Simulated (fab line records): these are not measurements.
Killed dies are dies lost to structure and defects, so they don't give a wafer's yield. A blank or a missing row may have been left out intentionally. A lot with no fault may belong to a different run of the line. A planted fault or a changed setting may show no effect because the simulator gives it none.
Split-lot study / flow n5-finfet / route with 1938 steps; 7 lots, 21 wafers read

== ABOUT THE SPLIT ==
At N5_BEOL_M1_COAT_73 (time 60 s, resist thk 5 nm), the setting spin-rpm was moved away from the recipe's 1500 rpm on 5 of the 21 wafers read, by -5.9% to +7.1%. The other wafers ran this setting at the recipe's value.

== FROM THE SPLIT TO THE READING: what the file shows between them, 3 steps ==
- N5_BEOL_M1_COAT_05: resist thk 30 nm
- N5_BEOL_M1_EBR_07
- N5_BEOL_M1_DESCUM_16: chemistry O2, time 7 s

== THE READING ==
etch.depth-nm (the simulator's own value, which no gauge read), in nm, at N5_BEOL_M1_ETCH_74 (etches underlayer in N2/H2, target depth 6.5 nm, time 5.2 s). The file does not state a usual value for it. Across the 16 wafers here that went through the recipe, the average is 5.003 nm and the standard deviation 0.0076 nm.

wafer=L075.2; tool, chamber at the split=litho-track-05, 0; spin-rpm as run, rpm=1500; against the recipe=recipe; etch.depth-nm, nm=5.001; against lot-mates on the recipe=-
wafer=L075.5; tool, chamber at the split=litho-track-05, 0; spin-rpm as run, rpm=1434; against the recipe=-4.4%; etch.depth-nm, nm=5.113; against lot-mates on the recipe=+0.115
wafer=L075.6; tool, chamber at the split=litho-track-05, 0; spin-rpm as run, rpm=1500; against the recipe=recipe; etch.depth-nm, nm=4.996; against lot-mates on the recipe=-
wafer=L081.1; tool, chamber at the split=litho-track-03, 0; spin-rpm as run, rpm=1500; against the recipe=recipe; etch.depth-nm, nm=5.009; against lot-mates on the recipe=-
wafer=L081.2; tool, chamber at the split=litho-track-03, 0; spin-rpm as run, rpm=1500; against the recipe=recipe; etch.depth-nm, nm=5.009; against lot-mates on the recipe=-
wafer=L081.5; tool, chamber at the split=litho-track-03, 0; spin-rpm as run, rpm=1500; against the recipe=recipe; etch.depth-nm, nm=5.018; against lot-mates on the recipe=-
wafer=L084.2; tool, chamber at the split=litho-track-03, 0; spin-rpm as run, rpm=1500; against the recipe=recipe; etch.depth-nm, nm=5.001; against lot-mates on the recipe=-
wafer=L084.3; tool, chamber at the split=litho-track-03, 0; spin-rpm as run, rpm=1563; against the recipe=+4.2%; etch.depth-nm, nm=4.881; against lot-mates on the recipe=-0.116
wafer=L084.6; tool, chamber at the split=litho-track-03, 0; spin-rpm as run, rpm=1500; against the recipe=recipe; etch.depth-nm, nm=4.993; against lot-mates on the recipe=-
wafer=L086.2; tool, chamber at the split=litho-track-01, 0; spin-rpm as run, rpm=1500; against the recipe=recipe; etch.depth-nm, nm=5.003; against lot-mates on the recipe=-
wafer=L086.3; tool, chamber at the split=litho-track-01, 0; spin-rpm as run, rpm=1500; against the recipe=recipe; etch.depth-nm, nm=5.001; against lot-mates on the recipe=-
wafer=L086.6; tool, chamber at the split=litho-track-01, 0; spin-rpm as run, rpm=1500; against the recipe=recipe; etch.depth-nm, nm=5.01; against lot-mates on the recipe=-
wafer=L090.2; tool, chamber at the split=litho-track-05, 0; spin-rpm as run, rpm=1500; against the recipe=recipe; etch.depth-nm, nm=5.01; against lot-mates on the recipe=-
wafer=L090.5; tool, chamber at the split=litho-track-05, 0; spin-rpm as run, rpm=1500; against the recipe=recipe; etch.depth-nm, nm=5.01; against lot-mates on the recipe=-
wafer=L090.6; tool, chamber at the split=litho-track-05, 0; spin-rpm as run, rpm=1500; against the recipe=recipe; etch.depth-nm, nm=5.007; against lot-mates on the recipe=-
wafer=L091.2; tool, chamber at the split=litho-track-03, 0; spin-rpm as run, rpm=1500; against the recipe=recipe; etch.depth-nm, nm=4.996; against lot-mates on the recipe=-
wafer=L091.3; tool, chamber at the split=litho-track-03, 0; spin-rpm as run, rpm=1412; against the recipe=-5.9%; etch.depth-nm, nm=5.144; against lot-mates on the recipe=+0.152
wafer=L091.5; tool, chamber at the split=litho-track-03, 0; spin-rpm as run, rpm=1500; against the recipe=recipe; etch.depth-nm, nm=4.987; against lot-mates on the recipe=-
wafer=L097.1; tool, chamber at the split=litho-track-03, 0; spin-rpm as run, rpm=1607; against the recipe=+7.1%; etch.depth-nm, nm=4.826; against lot-mates on the recipe=-0.179
wafer=L097.2; tool, chamber at the split=litho-track-03, 0; spin-rpm as run, rpm=1500; against the recipe=recipe; etch.depth-nm, nm=5.005; against lot-mates on the recipe=-
wafer=L097.4; tool, chamber at the split=litho-track-03, 0; spin-rpm as run, rpm=1607; against the recipe=+7.1%; etch.depth-nm, nm=4.835; against lot-mates on the recipe=-0.170

FIT RESULTS
A straight line over all 21 wafers: etch.depth-nm changes by -0.0247 nm for each +1% of spin-rpm; r = -0.99; the points scatter about the line by 0.0084 nm.
The same after taking each lot's own level away (the mean of its wafers on the recipe; 21 wafers): -0.0253 nm for each +1%; r = -1.00; scatter 0.0047 nm.
That fit puts the effect of the largest move of spin-rpm on the reading at 0.18 nm.
From 4.9915 to 5.0120 nm: that is the span of the lots' own levels, equal to 2.7 times the standard deviation above.
Hence the lot-to-lot level has little effect on the slope; both slopes agree.
Check: -0.18 nm against its lot-mates is what the line predicts for one of the wafers moved furthest among these (+7.1%) when that wafer is left out of the fit. It came out at -0.179 nm against them.

== THE OTHER SPLITS THESE WAFERS WENT THROUGH ==
Note: prior to the reading, these wafers also went through further splits. Each is held against what the fit with the lots' levels taken away leaves over:
other split on the same wafers=N5_SDB_STRIP_22 power-w; wafers away from the commonest value=7; r with etch.depth-nm (lot level and that fit taken away)=+0.17
other split on the same wafers=N5_HKMG_FIN_ETCH_54 source-w; wafers away from the commonest value=7; r with etch.depth-nm (lot level and that fit taken away)=+0.11
other split on the same wafers=N5_MOL_CONTACT_COAG_CONTACT_ETCH_14 source-w; wafers away from the commonest value=2; r with etch.depth-nm (lot level and that fit taken away)=+0.14
other split on the same wafers=N5_MOL_CONTACT_COAG_COAT_64 spin-rpm; wafers away from the commonest value=7; r with etch.depth-nm (lot level and that fit taken away)=-0.06
other split on the same wafers=N5_BEOL_M0_SAQP_SPACER1_ALD_98 ald-cycles; wafers away from the commonest value=4; r with etch.depth-nm (lot level and that fit taken away)=+0.05
other split on the same wafers=N5_BEOL_M0_SAQP_ETCH_107 bias-w; wafers away from the commonest value=7; r with etch.depth-nm (lot level and that fit taken away)=+0.11
other split on the same wafers=N5_BEOL_M0_DEP_125 time-s; wafers away from the commonest value=10; r with etch.depth-nm (lot level and that fit taken away)=-0.02
other split on the same wafers=N5_BEOL_M1_ILD_DEP_00 time-s; wafers away from the commonest value=7; r with etch.depth-nm (lot level and that fit taken away)=-0.08

== THE FILE'S OWN FIT ==
etch.depth-nm changes by -0.0256 nm for each +1% of spin-rpm, r = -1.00.
